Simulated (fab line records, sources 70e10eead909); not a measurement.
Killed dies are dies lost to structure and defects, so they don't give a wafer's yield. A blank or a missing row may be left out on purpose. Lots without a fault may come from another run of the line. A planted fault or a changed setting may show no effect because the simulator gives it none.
Chamber matching | flow nand_harc | NHARC_A_CHANNEL_FILL_D2_ALD_14 on ald_hk-02: 4 sister chambers
The step deposits SiO2, target thk 2.5 nm, pulse time 10 s, ald cycles 25. 4 wafers are shown with their chamber, then 10 later ones without.

WAFERS WITH THEIR CHAMBER
wafer  | chamber | heater_power_w (W)
L085.4 | 0       | 440
L088.2 | 1       | 425
L087.1 | 3       | 510
L087.5 | 2       | 387

WAFERS WITHOUT THEIR CHAMBER
wafer  | heater_power_w (W)
L087.6 | 411
L089.1 | 538
L089.5 | 385
L089.6 | 426
L091.2 | 447
L091.4 | 423
L091.5 | 523
L092.1 | 412
L092.3 | 441
L092.5 | 440

WHICH CHAMBER EACH WENT THROUGH
wafer  | from the rows above          | in truth
L087.6 | can't be placed: 1 or 2 or 0 | 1
L089.1 | 3                            | 3
L089.5 | 2                            | 2
L089.6 | can't be placed: 1 or 0      | 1
L091.2 | can't be placed: 0 or 1      | 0
L091.4 | can't be placed: 1 or 0      | 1
L091.5 | 3                            | 3
L092.1 | can't be placed: 1 or 2 or 0 | 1
L092.3 | can't be placed: 0 or 1      | 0
L092.5 | can't be placed: 0 or 1      | 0
Placed correctly: 3 of 10. Can't be placed from these rows: 7 (the true chamber is among the candidates in 7). Placed wrongly: 0.
How it was worked out, from the rows above alone: a wafer's distance from a chamber is the root of the sum, over the readings, of the square of ((its reading less the chamber's mean) divided by the reading's scatter). The wafer belongs to the nearest chamber; if the next one is less than 2 further off, it can't be placed. A chamber's mean is the mean of its shown wafers. The scatter: with one shown wafer a chamber, the root of the mean of the squares of how far each hidden wafer lies from its nearest shown one.
